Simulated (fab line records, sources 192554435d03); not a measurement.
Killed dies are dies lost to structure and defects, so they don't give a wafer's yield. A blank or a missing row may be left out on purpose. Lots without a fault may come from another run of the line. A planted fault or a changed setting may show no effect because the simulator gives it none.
Split-lot experiment | flow n5_finfet | 7 lots, 21 wafers read, on a route of 1938 steps

THE SPLIT
At N5_FIN_SAQP_ETCH_65 (etches SiO2 in CF4, target depth 4 nm, time 4.4 s), the setting time_s was moved away from the recipe's 4.4 s on 9 of the 21 wafers read, by -11.5% to +20.9%. The other wafers ran this setting at the recipe's value.

The reading is taken at the split's own step.

THE READING
etch.depth_nm (the simulator's own value, which no gauge read), in nm, at N5_FIN_SAQP_ETCH_65 (etches SiO2 in CF4, target depth 4 nm, time 4.4 s). The file gives no usual value for it. The 12 wafers here that ran the recipe average 3.925 nm, standard deviation 0.061 nm.

wafer  | tool, chamber at the split | time_s as run, s | against the recipe | etch.depth_nm, nm | against lot-mates on the recipe
L074.2 | rie_si-04, 1               | 5.318            | +20.9%             | 4.721             | +0.758
L074.4 | rie_si-04, 3               | 5.318            | +20.9%             | 4.77              | +0.807
L074.6 | rie_si-04, 3               | 4.4              | recipe             | 3.963             | -
L084.3 | rie_si-04, 1               | 4.4              | recipe             | 3.85              | -
L084.4 | rie_si-04, 2               | 4.4              | recipe             | 4.008             | -
L084.5 | rie_si-04, 1               | 4.4              | recipe             | 3.843             | -
L085.1 | rie_si-04, 3               | 3.893            | -11.5%             | 3.488             | -0.455
L085.3 | rie_si-04, 0               | 4.4              | recipe             | 3.943             | -
L085.4 | rie_si-04, 1               | 3.893            | -11.5%             | 3.357             | -0.586
L086.2 | rie_si-04, 0               | 4.722            | +7.3%              | 4.3               | +0.307
L086.5 | rie_si-04, 2               | 4.722            | +7.3%              | 4.245             | +0.252
L086.6 | rie_si-04, 3               | 4.4              | recipe             | 3.993             | -
L089.2 | rie_si-04, 1               | 4.4              | recipe             | 3.88              | -
L089.6 | rie_si-04, 1               | 4.4              | recipe             | 3.88              | -
L089.5 | rie_si-04, 0               | 4.778            | +8.6%              | 4.385             | +0.505
L090.1 | rie_si-04, 1               | 4.4              | recipe             | 3.839             | -
L090.2 | rie_si-04, 2               | 5.241            | +19.1%             | 4.688             | +0.849
L090.6 | rie_si-04, 2               | 5.241            | +19.1%             | 4.691             | +0.852
L093.1 | rie_si-04, 3               | 4.4              | recipe             | 3.948             | -
L093.2 | rie_si-04, 0               | 4.4              | recipe             | 4.002             | -
L093.5 | rie_si-04, 3               | 4.4              | recipe             | 3.952             | -

THE FIT
A straight line over all 21 wafers: etch.depth_nm changes by +0.041 nm for each +1% of time_s; r = +0.99; the points scatter about the line by 0.063 nm.
The same after taking each lot's own level away (the mean of its wafers on the recipe; 21 wafers): +0.0419 nm for each +1%; r = +0.99; scatter 0.064 nm.
On that fit, the largest move of time_s shifts the reading by 0.87 nm.
The lots' own levels span 3.8390 to 3.9930 nm, that is 2.5 times the standard deviation above.
So the lot-to-lot level changes the slope little: the two slopes agree.
Check: with one of the wafers moved furthest among these (+20.9%) left out of the fit, the line predicts +0.902 nm for it against its lot-mates. It came out at +0.758 nm against them.

OTHER SPLITS ON THESE WAFERS
These wafers also went through other splits before the reading. Each is held against what the fit with the lots' levels taken away leaves over:
other split on the same wafers | wafers away from the commonest value | r with etch.depth_nm (lot level and that fit taken away)
N5_WELL_APT_EXPOSE_05 dose_mj  | 8                                    | +0.01
N5_WELL_APT_PEB_06 peb_time_s  | 8                                    | +0.19
N5_WELL_APT_COAT_19 spin_rpm   | 3                                    | -0.04

THE FILE'S OWN FIT
etch.depth_nm changes by +0.0424 nm for each +1% of time_s, r = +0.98.
